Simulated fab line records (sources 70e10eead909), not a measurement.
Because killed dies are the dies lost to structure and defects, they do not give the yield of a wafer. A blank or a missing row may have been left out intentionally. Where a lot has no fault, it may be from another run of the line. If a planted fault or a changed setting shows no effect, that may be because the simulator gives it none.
Chamber matching	flow nand_harc	NHARC_P_STI_CMP_21 on cmp-03: 4 sister chambers
The step polishes, t overpolish 20 s, target thk 380.67 nm. 8 wafers are shown with their chamber, then 8 later ones without.

## EACH WAFER AND ITS CHAMBER
wafer	chamber	motor_current_A (A)	overpolish_run_s (s)
L100.4	0	12.2	19.988
L101.6	2	11.0	20.010
L104.1	2	9.9	19.999
L105.2	1	11.6	20.003
L107.2	1	13.0	19.979
L107.3	0	11.7	19.995
L107.4	3	12.3	20.002
L108.2	3	12.5	20.007

## WAFERS WHOSE CHAMBER IS MISSING
wafer	motor_current_A (A)	overpolish_run_s (s)
L108.5	11.2	20.001
L108.6	12.0	20.001
L112.3	11.8	20.002
L112.4	10.3	20.003
L112.6	12.5	19.993
L122.2	12.4	20.000
L122.3	13.0	19.999
L122.5	12.3	20.011

## WHICH CHAMBER EACH ONE RAN IN
wafer	from the rows above	in truth
L108.5	can't be placed: 2 or 0 or 3 or 1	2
L108.6	can't be placed: 3 or 0 or 1 or 2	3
L112.3	can't be placed: 3 or 0 or 1 or 2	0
L112.4	2	2
L112.6	can't be placed: 1 or 0 or 3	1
L122.2	can't be placed: 3 or 1 or 0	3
L122.3	can't be placed: 3 or 1 or 0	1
L122.5	can't be placed: 3 or 1 or 0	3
Correct placement for 1 of the 8. Cannot be placed on the basis of these rows: 7; the candidates contain the true chamber in 7. 0 placed wrongly.
How it was worked out, from the rows above alone: a wafer's distance from a chamber is the root of the sum, over the readings, of the square of ((its reading less the chamber's mean) divided by the reading's scatter). If the next closest chamber is less than 2 further off than the closest, the wafer can't be placed; otherwise it belongs to the closest. For every chamber, the mean is computed from those of its wafers that are shown. The scatter: the root of (the sum of the squares of (reading less its chamber's mean) over the shown wafers, divided by (wafers less chambers)).
